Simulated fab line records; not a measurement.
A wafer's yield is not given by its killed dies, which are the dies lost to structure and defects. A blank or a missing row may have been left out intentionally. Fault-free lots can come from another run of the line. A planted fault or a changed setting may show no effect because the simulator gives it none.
Which tool did it? ; flow n5 finfet ; Sampling: 12 lots, 36 wafers, 2 of 1938 route steps

== WHAT THE GAUGES SHOWED, per wafer ==
N5_MOL_CONTACT_COAG_CD_MEAS_99: target cd 17.2 nm.
lot;measured;on;cd nm (nm)
L075;day 5 02:02;cd sem-03;17.52 17.09 16.88
L077;day 5 11:27;cd sem-03;16.99 17.00 16.95
L079;day 6 00:04;cd sem-01;17.01 17.36 17.54
L081;day 6 09:04;cd sem-02;17.35 17.45 17.30
L083;day 6 19:40;cd sem-03;17.38 16.87 16.90
L085;day 7 14:16;cd sem-01;17.19 17.04 17.18
L087;day 7 21:16;cd sem-02;16.68 16.88 17.00
L089;day 8 08:22;cd sem-01;16.86 17.20 17.44
L091;day 8 22:26;cd sem-01;17.70 16.74 16.98
L093;day 9 11:10;cd sem-02;17.03 17.37 16.74
L095;day 10 03:19;cd sem-02;17.46 17.30 17.48
L097;day 10 11:01;cd sem-01;17.70 17.48 17.25

== TOOL THAT RAN EACH LOT (tool first, then ch and the chambers of the sampled wafers, then the start) ==
lot;N5_MOL_CONTACT_COAG_ETCH_15
L075;rie diel-02 ch 2,3, day 5 01:52
L077;rie diel-02 ch 0,1, day 5 11:16
L079;rie diel-06 ch 0,1, day 5 23:53
L081;rie diel-06 ch 0,1,2, day 6 08:53
L083;rie diel-04 ch 0,1,2, day 6 19:29
L085;rie diel-02 ch 0,1, day 7 14:05
L087;rie diel-02 ch 0,1,3, day 7 21:05
L089;rie diel-04 ch 1,2, day 8 08:11
L091;rie diel-04 ch 0,3, day 8 22:15
L093;rie diel-04 ch 1,3, day 9 10:59
L095;rie diel-04 ch 0,2,3, day 10 03:09
L097;rie diel-02 ch 0,2, day 10 10:50
- N5_MOL_CONTACT_COAG_ETCH_15: etches SiNx in CH3F/O2, stops on Si:P, target depth 7 nm.

== THE ANSWER, worked out from the rows above alone ==
Rule: usual is defined by the lots themselves. The widest of any qualifying gaps counts: lots, ordered by their means at a reading, are off when they make up no more than a third of the lots, leave a main group of 4 or more, and stand apart from it by 3 or more times the standard deviation of that group's means. A main group whose means are all the same, to the digits that the tables above print for the reading, isn't used. A lot without any number at a reading at which 4 lots or more have one is off too. The other lots that the step has rows for count as sound.
Nothing can be told from this: no lot is off at any reading shown.

== WHAT WAS PUT IN BY THE SIMULATOR ==
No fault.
